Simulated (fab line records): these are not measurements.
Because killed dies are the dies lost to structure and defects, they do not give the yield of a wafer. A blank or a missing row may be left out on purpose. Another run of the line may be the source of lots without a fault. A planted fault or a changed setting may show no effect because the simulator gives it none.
Matching of chambers	flow n5Finfet	N5_BEOL_M11_ALD_74 on aldMetal-02: 4 sister chambers
The step deposits TaN, target thk 2 nm, pulse time 2 s, purge time 3 s. 14 wafers are shown with their chamber, then 7 later ones without.

## WAFERS PAIRED WITH THEIR CHAMBERS
wafer	chamber	heaterPowerW (W)	precursorVesselPressureTorr (Torr)	precursorVesselTempC (C)
L424.1	1	396	26.24	74.90
L424.2	2	402	26.36	75.03
L424.4	0	447	26.24	75.11
L439.1	1	399	26.28	75.03
L439.3	3	384	26.12	74.93
L439.4	1	403	26.20	75.00
L441.1	3	386	26.22	75.12
L441.3	1	402	26.25	75.08
L441.4	3	381	26.20	75.06
L436.2	3	380	26.25	75.32
L436.3	3	382	26.18	74.95
L436.4	1	392	26.32	74.89
L440.3	2	409	26.26	74.99
L440.4	2	401	26.27	75.08

SIGNATURES (averages over the wafers above)
reading	chamber 0	chamber 1	chamber 2	chamber 3	scatter within a chamber
heaterPowerW	447.00	398.40	404.00	382.60	3.77
precursorVesselPressureTorr	26.2400	26.2580	26.2967	26.1940	0.0486
precursorVesselTempC	75.1100	74.9800	75.0333	75.0760	0.114
Rule: a wafer's distance from a chamber is the root of the sum, over the readings, of the square of ((its reading less the chamber's mean) divided by the reading's scatter). If the next closest chamber is less than 2 further off than the closest, the wafer can't be placed; otherwise it belongs to the closest. The scatter: take each reading less its chamber's mean, square it, sum over the shown wafers, divide by the number of wafers less the number of chambers, and take the root.

## WAFERS MISSING THEIR CHAMBER
wafer	heaterPowerW (W)	precursorVesselPressureTorr (Torr)	precursorVesselTempC (C)
L440.6	383	26.26	74.85
L442.4	409	26.18	75.16
L442.5	377	26.28	74.97
L442.6	398	26.30	75.10
L444.1	464	26.30	75.08
L444.3	412	26.20	75.03
L444.4	402	26.23	75.24

## CHAMBER TAKEN BY EACH
wafer	from the rows above	in truth
L440.6	can't be placed: 3 or 1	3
L442.4	can't be placed: 2 or 1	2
L442.5	3	3
L442.6	can't be placed: 1 or 2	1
L444.1	0	0
L444.3	can't be placed: 2 or 1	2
L444.4	can't be placed: 2 or 1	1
2 of 7 placed correctly. Unplaceable from these rows: 5, with the true chamber sitting among the candidates in 5. Wrongly placed: 0.
